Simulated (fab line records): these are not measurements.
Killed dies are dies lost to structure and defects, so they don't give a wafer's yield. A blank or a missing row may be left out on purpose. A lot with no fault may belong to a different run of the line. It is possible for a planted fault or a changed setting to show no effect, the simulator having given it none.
Which of the tools did it? || flow n5-finfet || 27 wafers from 9 lots sampled at 2 of the route's 1938 steps

WHAT THE GAUGES SHOWED, per wafer
N5_BEOL_M1_INSPECT_13: inspects for defects (brightfield).
{"lot": "L506", "measured": "day 6 17:53", "on": "defect-inspect-01", "raw-defect-count": "326 480 509"}
{"lot": "L508", "measured": "day 6 19:34", "on": "defect-inspect-02", "raw-defect-count": "452 432 428"}
{"lot": "L510", "measured": "day 7 01:53", "on": "defect-inspect-02", "raw-defect-count": "292 287 437"}
{"lot": "L509", "measured": "day 7 02:33", "on": "defect-inspect-02", "raw-defect-count": "482 377 489"}
{"lot": "L515", "measured": "day 8 04:49", "on": "defect-inspect-01", "raw-defect-count": "358 356 1429"}
{"lot": "L516", "measured": "day 8 08:13", "on": "defect-inspect-02", "raw-defect-count": "1642 425 1438"}
{"lot": "L525", "measured": "day 10 19:54", "on": "defect-inspect-02", "raw-defect-count": "360 380 339"}
{"lot": "L526", "measured": "day 11 03:31", "on": "defect-inspect-01", "raw-defect-count": "349 337 367"}
{"lot": "L527", "measured": "day 11 09:34", "on": "defect-inspect-01", "raw-defect-count": "423 437 292"}

WHICH TOOL RAN EACH LOT (tool, then ch and the chambers of the sampled wafers, then the start)
{"lot": "L506", "N5_BEOL_M1_PECVD_72": "pecvd-01 ch 0,1, day 6 17:08"}
{"lot": "L508", "N5_BEOL_M1_PECVD_72": "pecvd-01 ch 0,1,2, day 6 18:54"}
{"lot": "L510", "N5_BEOL_M1_PECVD_72": "pecvd-03 ch 1,2, day 7 01:08"}
{"lot": "L509", "N5_BEOL_M1_PECVD_72": "pecvd-03 ch 0,1,2, day 7 02:01"}
{"lot": "L515", "N5_BEOL_M1_PECVD_72": "pecvd-03 ch 0,1,2, day 8 03:58"}
{"lot": "L516", "N5_BEOL_M1_PECVD_72": "pecvd-03 ch 1,2, day 8 07:34"}
{"lot": "L525", "N5_BEOL_M1_PECVD_72": "pecvd-01 ch 0,2, day 10 17:35"}
{"lot": "L526", "N5_BEOL_M1_PECVD_72": "pecvd-01 ch 1,2, day 10 23:24"}
{"lot": "L527", "N5_BEOL_M1_PECVD_72": "pecvd-03 ch 0,2, day 11 07:32"}
- N5_BEOL_M1_PECVD_72: deposits SiO2 from TEOS/O2, target thk 16 nm, time 18 s.

THE ANSWER, worked out from the rows above alone
Rule: what is usual is taken from the lots themselves. Put in order of their means at a reading, lots are off if they are a third of the lots or fewer, leave a main group of 4 or more, and stand apart from it by a gap of 3 or more times the standard deviation of the main group's means; of several such gaps the widest counts. The tables above print the reading to a certain number of digits; a main group whose means all agree to those digits is not used. Also off: a lot with no number at a reading for which 4 or more lots have one. All remaining lots with rows at the step are treated as sound.
Off: L515, L516, at N5_BEOL_M1_INSPECT_13 (raw-defect-count). Main group: mean 394, sd 43.
A tool fits if, at a process step before that reading, it ran every lot that is off, and no sound lot after the first of them. The gauges at N5_BEOL_M1_INSPECT_13 are tried like those tools. Of those tried, none fits.

WHAT THE SIMULATOR HAD PUT IN
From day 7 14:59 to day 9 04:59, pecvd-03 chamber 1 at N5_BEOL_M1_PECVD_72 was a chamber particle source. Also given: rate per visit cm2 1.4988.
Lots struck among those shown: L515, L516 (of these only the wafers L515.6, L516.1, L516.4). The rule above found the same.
